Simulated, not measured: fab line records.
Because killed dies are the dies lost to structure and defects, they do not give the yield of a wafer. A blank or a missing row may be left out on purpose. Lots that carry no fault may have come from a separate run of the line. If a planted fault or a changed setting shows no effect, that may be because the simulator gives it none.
One fault seen from 2 desks :: flow nand harc :: only its own numbers are on each desk; what lay behind them is given at the end

## AT THE TOOL OWNER'S DESK: pvd sputter-01
The tool's own readings at NHARC_A_M1_PVD_21 (deposits Cu, target thk 30 nm, time 20.49 s): means of the sampled wafers that have a number, for each lot that ran on this tool. The brackets show how far a lot's mean lies from the usual mean; more than 4 standard deviations puts the lot out of limits, marked OUT.
Columns: A = throttle valve pct at NHARC_A_M1_PVD_21, usual 30.2 %
lot: L286
first seen here: day 23 04:51
A: 29.8

lot: L298
first seen here: day 27 07:42
A: 29.7

lot: L297
first seen here: day 27 09:17
A: 30.0

lot: L299
first seen here: day 28 08:39
A: 29.8

lot: L308
first seen here: day 31 21:48
A: 30.0
Result from this desk: across the 5 lots, nothing is out of limits.

## THE METROLOGY DESK
Means of the sampled wafers that have a number, per lot and without regard to the tool the lot ran on: this is what the gauges read. The brackets show how far a lot's mean lies from the usual mean; more than 4 standard deviations puts the lot out of limits, marked OUT.
Columns: A = cd nm at NHARC_A_BONDPAD_CD_MEAS_13, usual 499.1 nm
lot: L286
first seen here: day 23 08:29
A: 501.6

lot: L288
first seen here: day 24 10:01
A: 500.1

lot: L296
first seen here: day 27 03:00
A: 499.6

lot: L298
first seen here: day 27 11:52
A: 496.4

lot: L297
first seen here: day 27 13:14
A: 496.9

lot: L299
first seen here: day 28 12:35
A: 499.6

lot: L304
first seen here: day 30 18:23
A: 499.9

lot: L306
first seen here: day 31 00:40
A: 499.4

lot: L305
first seen here: day 31 02:28
A: 498.6

lot: L308
first seen here: day 32 01:35
A: 497.8

lot: L307
first seen here: day 33 04:50
A: 498.6

lot: L309
first seen here: day 33 17:56
A: 499.9
Result from this desk: across the 12 lots, nothing is out of limits.

## BROUGHT TOGETHER
The desk of the tool owner found nothing out of limits.
The metrology desk saw nothing out of limits.

## WHAT THE SIMULATOR PUT IN
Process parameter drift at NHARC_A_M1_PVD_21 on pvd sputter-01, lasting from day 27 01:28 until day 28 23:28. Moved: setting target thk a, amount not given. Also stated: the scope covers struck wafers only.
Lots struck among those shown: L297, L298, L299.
